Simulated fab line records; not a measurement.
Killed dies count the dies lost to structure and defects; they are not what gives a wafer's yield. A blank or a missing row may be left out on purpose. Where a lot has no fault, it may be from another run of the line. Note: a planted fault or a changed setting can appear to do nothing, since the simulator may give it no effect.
Matching of chambers ; flow nandHarc ; NHARC_A_CHANNEL_HOLE_D1_ETCH_38 on rieDiel-02: 4 sister chambers
The step etches the open film in CF4, target depth 39 nm, time 65 s. 4 wafers are shown with their chamber, then 7 later ones without.

## EACH WAFER AND ITS CHAMBER
wafer;chamber;drypumpMotorCurrentA (A)
L776.4;2;5.9
L776.5;1;5.6
L785.1;3;5.4
L785.3;0;5.1

## WAFERS WHOSE CHAMBER IS MISSING
wafer;drypumpMotorCurrentA (A)
L785.6;5.5
L786.1;5.4
L786.2;5.1
L786.3;5.5
L788.1;5.4
L788.2;5.9
L788.3;5.5

## THE CHAMBER EACH PASSED THROUGH
wafer;from the rows above;in truth
L785.6;can't be placed: 1 or 3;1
L786.1;3;3
L786.2;0;0
L786.3;can't be placed: 1 or 3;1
L788.1;3;3
L788.2;2;2
L788.3;can't be placed: 1 or 3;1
Correct placement for 4 of the 7. Can't be placed from these rows: 3 (the true chamber is among the candidates in 3). 0 placed wrongly.
How it was worked out, from the rows above alone: a wafer's distance from a chamber is the root of the sum, over the readings, of the square of ((its reading less the chamber's mean) divided by the reading's scatter). The wafer belongs to the nearest chamber; if the next one is less than 2 further off, it can't be placed. The mean given for a chamber averages the wafers shown for that chamber. The scatter: root of mean squared gap, hidden wafer to nearest shown wafer, with one shown wafer a chamber.
